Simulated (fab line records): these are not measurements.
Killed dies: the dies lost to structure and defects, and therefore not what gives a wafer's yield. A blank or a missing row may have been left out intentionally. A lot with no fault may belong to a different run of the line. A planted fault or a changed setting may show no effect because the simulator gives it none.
fab line records + flow n5Finfet
record:
- lots: 3
- wafers: 9
- lastDay: 16
route steps=1938 shown BEOL_M15@1821 PASS1_DEP@1831 MIM_BOT@1832 MIM_TOP@1834 MIM_TOP_LITHO@1839 MIM_TOP_ETCH@1851 MIM_BOT_LITHO@1854 PASSIVATION@1936
lots that met no fault: from a run of the same line without faults
startH: hours from the record's first day to the start of the lot's first wafer shown + waitH: hours since the lot's step before + " the same as in the row above + L1.1+2: several wafers, shown together as one row + - no value, or no start was given + * or withheld: withheld + < > ~ a bound
route shown NAME@n: names a module that has steps shown in the file, with the first one's number in the route + usual: the fault-free wafers' mean and standard deviation + same: alike in all rows + chamber/n: place in a boat + sites: each site's reading + _std_site: standard deviation across them + _edge_site: the outer-site mean with the inner-site mean subtracted + radiusMm: for every site, how far away it sits from the centre of the wafer + mask NAME#n: copy n + behind: the last tool/chamber to shape the wafer + hold: reason for holding the lot/hours on hold/outcome of the hold + device: names the non-switching transistor (n, p or np) + end of line: tests run on the same wafers once the route is complete + a step with no rows: only its recipe + killed: dies lost to structure and defects at the first sort, not the wafer's yield + map: per-die view of a wafer (x killed, . not killed, _ where there is no die)
set.NAME: the setting the step ran with; set.NAME@STEP: the setting that earlier step ran with + model.NAME: the simulator's own value behind a step, which no gauge read
lots seen at some steps along the route; tables by step, rows by wafer
== steps ==
step: N5_BEOL_M15_SPUTTER_45
recipe:
- material: Cu
- targetThkA: 1000
- tempC: -20
- biasV: 60
- powerW: 26000
- chamberPressurePa: 0.13
- timeS: 16.67
step: N5_BEOL_M15_ECD_47
recipe:
- material: Cu
- targetThkA: 18600
step: N5_BEOL_M15_ANNEAL_48
recipe:
- tempC: 225
- timeS: 90
- ambient: N2
step: N5_BEOL_M15_CMP_49
recipe:
- stopOn: SiO2
- tOverpolishS: 4.9
- downForcePsi: 2
- platenRpm: 80
- clearingPlatenDownForcePsi: 2
- clearingPlatenRpm: 80
- postCmpClean: cuAlkaline
- targetThkNm: 850
- clearingPlatenPadVelocityMS: 1.5917
- padVelocityMS: 1.5917
step: N5_BEOL_M15_PRE_CLEAN_52
recipe:
- gas: NH3
- timeS: 15
- tempC: withheld
- rfPowerW: 300
step: N5_BEOL_M15_DEP_53
recipe:
- material: SiCN
- targetThkA: 500
- tempC: withheld
- precursor: 3MS/NH3
- pressureTorr: 3
- rfW: 675
- timeS: 17.8
step: N5_PASSIVATION_PECVD_00
recipe:
- material: SiO2
- targetThkA: 2000
- tempC: 400
- precursor: SiH4/N2O
- pressureTorr: 2.7
- rfW: 608
- timeS: 11.2
step: N5_MIM_BOT_DEGAS_01
recipe:
- ambient: vacuum
- tempC: 300
- timeS: 60
step: N5_MIM_BOT_SPUTTER_00
recipe:
- material: TiN
- targetThkA: 350
- tempC: 200
- powerW: 3000
- chamberPressurePa: 0.49996
- gas: Ar
- reactivePartialPa: 0.37997
- timeS: 89.7
usual:
- throttleValvePct: 29.7/1
| lot.wafer | tool          | chamber | startH | waitH | throttleValvePct |
|-----------|---------------|---------|--------|-------|------------------|
| L831.4    | pvdSputter-02 | -       | 288.41 | 0.0   | 29.7             |
| L831.5    | "             | -       | "      | "     | 28.9             |
| L831.6    | "             | -       | "      | "     | 29.6             |
| L835.1    | pvdSputter-02 | -       | 328.78 | 0.0   | 30.5             |
| L835.5    | "             | -       | "      | "     | 30.4             |
| L835.6    | "             | -       | "      | "     | 29.7             |
| L842.4    | pvdSputter-03 | -       | 364.62 | 0.0   | 29.7             |
| L842.5    | "             | -       | "      | "     | 30.1             |
| L842.6    | "             | -       | "      | "     | 30.8             |
step: N5_MIM_TOP_ALD_00
recipe:
- material: Al2O3
- targetThkA: *
- tempC: withheld
- aldPrecursorFamily: TMA
- aldCoReactant: O3
- pulseTimeS: withheld
- purgeTimeS: 3
- coReactantPurgeTimeS: withheld
- coReactantPulseTimeS: 3
- aldCycles: withheld
step: N5_MIM_TOP_ALD_01
recipe:
- material: HfO2
- targetThkA: 56
- tempC: withheld
- aldPrecursorFamily: Hf-amide
- aldCoReactant: O3
- pulseTimeS: 1
- purgeTimeS: 3
- coReactantPurgeTimeS: 2
- coReactantPulseTimeS: 3
- aldCycles: 62
step: N5_MIM_TOP_ALD_02
recipe:
- material: Al2O3
- targetThkA: *
- tempC: withheld
- aldPrecursorFamily: TMA
- aldCoReactant: O3
- pulseTimeS: withheld
- purgeTimeS: 3
- coReactantPurgeTimeS: withheld
- coReactantPulseTimeS: 3
- aldCycles: withheld
step: N5_MIM_TOP_DEGAS_04
recipe:
- ambient: vacuum
- tempC: 300
- timeS: 60
step: N5_MIM_TOP_SPUTTER_03
recipe:
- material: TiN
- targetThkA: 350
- tempC: 200
- powerW: 3000
- chamberPressurePa: 0.49996
- gas: Ar
- reactivePartialPa: 0.37997
- timeS: 89.7
step: N5_MIM_TOP_LITHO_HMDS_01
recipe:
- timeS: 60
- tempC: 120
step: N5_MIM_TOP_LITHO_COAT_02
recipe:
- spinRpm: *
- resistThkNm: *
step: N5_MIM_TOP_LITHO_EBR_04
recipe:
- solvent: PGMEA
- ebrWidthMm: 1.5
step: N5_MIM_TOP_LITHO_SOFTBAKE_03
recipe:
- tempC: 100
- timeS: 90
step: N5_MIM_TOP_LITHO_EXPOSE_05
recipe:
- maskId: MIM_TOP
- na: 0.55
- sourceShape: conventional
- sigmaOuter: 0.8
- polarization: unpolarized
- targetCdNm: 2000
- doseMj: 20.5
step: N5_MIM_TOP_LITHO_PEB_06
recipe:
- pebTempC: withheld
- pebTimeS: *
step: N5_MIM_TOP_LITHO_DEVELOP_07
recipe:
- developTimeS: 60
- rinseLiquid: diw
- dry: airSpin
- devTempC: 21
step: N5_MIM_TOP_LITHO_HARDBAKE_09
recipe:
- tempC: 130
- timeS: 120
step: N5_MIM_TOP_LITHO_DESCUM_10
recipe:
- chemistry: O2
- timeS: 7.9
- sourcePowerW: 50
- biasPowerW: 20
- pressureMtorr: 20
- rfFrequencyHz: 2.712e+07
- tempC: 40
- o2FlowSccm: 225
step: N5_MIM_TOP_ETCH_ETCH_00
recipe:
- chemistry: Cl2/BCl3
- target: TiN
- targetDepthA: 385
- ionEnergyEv: 150
- pressureMtorr: 10
- icpW: 1000
- biasW: 126
- Cl2_flow_sccm: 53.25
- bcl3FlowSccm: 21.75
- Ar_flow_sccm: 25
step: N5_MIM_TOP_ETCH_STRIP_01
recipe:
- chemistry: O2
- powerW: 600
- tempC: 60
- pressureMtorr: 30
- rfFrequencyHz: 6e+07
- biasPowerW: 0
- overashFraction: 0.5
- o2FlowSccm: 225
step: N5_MIM_TOP_ETCH_PECVD_03
recipe:
- material: SiNx
- targetThkA: 200
- tempC: 400
- precursor: SiH4/NH3/N2
- pressureTorr: 1.5
- rfW: 300
- timeS: 17.6
step: N5_MIM_BOT_LITHO_HMDS_01
recipe:
- timeS: 60
- tempC: 120
step: N5_MIM_BOT_LITHO_COAT_02
recipe:
- spinRpm: *
- resistThkNm: *
step: N5_MIM_BOT_LITHO_EBR_04
recipe:
- solvent: PGMEA
- ebrWidthMm: 1.5
step: N5_MIM_BOT_LITHO_SOFTBAKE_03
recipe:
- tempC: 100
- timeS: 90
step: N5_MIM_BOT_LITHO_EXPOSE_05
recipe:
- maskId: MIM_BOT
- na: 0.55
- sourceShape: conventional
- sigmaOuter: 0.8
- polarization: unpolarized
- doseMj: 24.25
step: N5_MIM_BOT_LITHO_PEB_06
recipe:
- pebTempC: withheld
- pebTimeS: *
step: N5_MIM_BOT_LITHO_DEVELOP_07
recipe:
- developTimeS: 60
- rinseLiquid: diw
- dry: airSpin
- devTempC: 21
step: N5_MIM_BOT_LITHO_HARDBAKE_09
recipe:
- tempC: 130
- timeS: 120
step: N5_PASSIVATION_PROBE_49
usual:
- defectLimitedYield: 91.3/1.4
- killed_at_M0_to_M3: 33/9.9
- killed_at_M4_up: 15/5.6
- killedAtContacts: 13/5.7
- killedAtFrontEnd: 38/12
- killedAtOther: 4/3.1
- killedDies: 103/17
- killedOpen: 66/13
- killedShort: 32/7.8
- sort_bin_5_function: 5.1/0.95
- sort_bin_6_memory: 3.2/0.68
- sort_bin_8_speed: 0.02/0.22
- sortNPass: 1077/17
- sortYieldPct: 91.3/1.5
same:
- grossDies: 1180
- killedAtBackSide: 0
- sort_bin_4_leakage[%]: 0
| lot.wafer | tool      | chamber | startH | waitH | defectLimitedYield[%] | killed_at_M0_to_M3 | killed_at_M4_up | killedAtContacts | killedAtFrontEnd | killedAtOther | killedDies | killedOpen | killedShort | sort_bin_5_function[%] | sort_bin_6_memory[%] | sort_bin_8_speed[%] | sortNPass | sortYieldPct[%] |
|-----------|-----------|---------|--------|-------|-----------------------|--------------------|-----------------|------------------|------------------|---------------|------------|------------|-------------|------------------------|----------------------|---------------------|-----------|-----------------|
| L835.1    | prober-01 | -       | 340.32 | 0.0   | 82.7                  | 47                 | 14              | 7                | 40               | 96            | 204        | 56         | 49          | 11.3                   | 4.7                  | 0                   | 976       | 82.7            |
| L835.5    | prober-01 | -       | 340.52 | 0.2   | 86.5                  | 28                 | 16              | 11               | 17               | 87            | 159        | 49         | 22          | 8.4                    | 3.6                  | 0                   | 1021      | 86.5            |
| L835.6    | prober-01 | -       | 340.57 | 0.3   | 83.7                  | 36                 | 25              | 11               | 23               | 97            | 192        | 67         | 24          | 11.4                   | 3.6                  | 0                   | 988       | 83.7            |
killed by level:class
L835.1 MIM_BOT:unspecified=93 BEOL_M3:geometricParticle:open=10 FIN_SAQP:geometricParticle:short=8 BEOL_M2:geometricParticle:open=8 BEOL_M0_SAQP:geometricParticle:short=6 STI_FIN_REVEAL:geometricParticle:open=5 BEOL_M1:geometricParticle:open=5 STARTING-WAFER:geometricParticle:short=5
L835.5 MIM_BOT:unspecified=85 MOL_CONTACT_COAG:geometricParticle:open=10 STI_FIN_REVEAL:geometricParticle:open=9 BEOL_M0_SAQP:geometricParticle:short=8 BEOL_M0_SAQP:geometricParticle:open=6 BEOL_M4:geometricParticle:open=4 BEOL_M5:geometricParticle:open=4 FIN_SAQP:geometricParticle:short=3
L835.6 MIM_BOT:unspecified=96 BEOL_M4:geometricParticle:open=11 STI_FIN_REVEAL:geometricParticle:open=9 MOL_CONTACT_COAG:geometricParticle:open=9 BEOL_M3:geometricParticle:open=9 BEOL_M0_SAQP:geometricParticle:short=6 BEOL_M2:geometricParticle:open=6 BEOL_M5:geometricParticle:open=5
map L835.1 (x killed, . not)
_________________......x.....________________
______________..x..x............_____________
___________........................__________
__________.x............x..........._________
________.....x........x....x....x....._______
_______...........x.....x......x...x...______
______x...x...x........................._____
_____x......x.....x.........x.x..........____
____........x........x..x..xx............x___
___..x...............x.x...x....x.....x....__
___...............x..x.x................x..__
__..x.x.............xx.x................x..._
__......................x.....x...x........x_
_.x..........................x..........x....
_.........x..x......................x........
_.x...................................x......
_..............x........x...........x........
_.x............x..x.x.........x.x..x.x.......
_......x..................x...x....x.x.......
_........x...x........x.........x..x.x.xx....
_x.....................x....xx.xx.xxxxxxxx...
__....x.....x..................xxxxxxxxxxxxx_
__......x...........x......x.xxxxxxxxxxxxxx._
___................x......x...xx.xxxxxxxx.x__
___x...xx..............x.x.....xxxxxxxxxxxx__
____.................x.x.xx....xxxxxxxx.x.___
_____x.......................x.x.x.xx.x.x____
______.x.......x......x......x.xxxxxx..x_____
_______.............x.......x.....x.x..______
________......x.......x.......x......._______
__________.........x..x.x.....x....._________
___________........x.......x.......__________
______________.................x_____________
_________________...xx..x....________________
map L831.5 (x killed, . not)
_________________....x.......________________
______________.............x...._____________
___________........x.x.............__________
__________...........x....x..x....x._________
________.......xx...........x....x...._______
_______.......x...........x............______
______......xx...x..x..x................_____
_____x.xx.........x....xx.x......xx......____
____..x.............x....x.x............x.___
___...x................x...................__
___.....x.........x............x...........__
__.xx......................................._
__...x......................................_
_......x...............xx.x.x................
_....................x.......................
_..x.x........x......x........x.x............
_..........xx.......x..........xx......x.x...
_...xx...........x.xx..........xx.....xx....x
_x..xx..x.x........x........x..............x.
_.x..............................x...........
_.x..........xx..........x........x......x...
__.x..................................x....._
__x.......xx..............x................._
___........x.................x..........xx.__
___....x..................x....x.......xx..__
____........................x.x.......x...___
_____......x....x..............x.........____
______...................x...........x.._____
_______......x...x...x.................______
________.......................x.....x_______
__________...........x...........x.x_________
___________...x.x.......x........x.__________
______________x..x.............._____________
_________________..x.........________________
== key ==
firstSign:
- step: N5_PASSIVATION_PROBE_49
- reading: killedAtOther
- direction: up
- sigmas: 29
- usual: 4
- struck: 93
effect:
- step: N5_PASSIVATION_PROBE_49
- reading: killedDies
- direction: up
- sigmas: 4.9
- usual: 103
- struck: 185
moreKillsBornAt:
- N5_MIM_BOT_SPUTTER_00@pvdSputter-02: 274
metAt N5_MIM_BOT_SPUTTER_00
struckWafers L835.1,L835.5,L835.6
onsetBetween 288.41 328.78
earlierFault:
- kind: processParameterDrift
- tool: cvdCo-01
- chamber: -
- onsetH: 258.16
- steps: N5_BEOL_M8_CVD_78
- channel: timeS
- offset: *
- shape: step
- actsIn: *
- stated: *
fault:
- kind: chamberParticleSource
- tool: pvdSputter-02
- chamber: -
- onsetH: 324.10
- steps: N5_MIM_BOT_SPUTTER_00
- ratePerVisitCm2: 0.37683
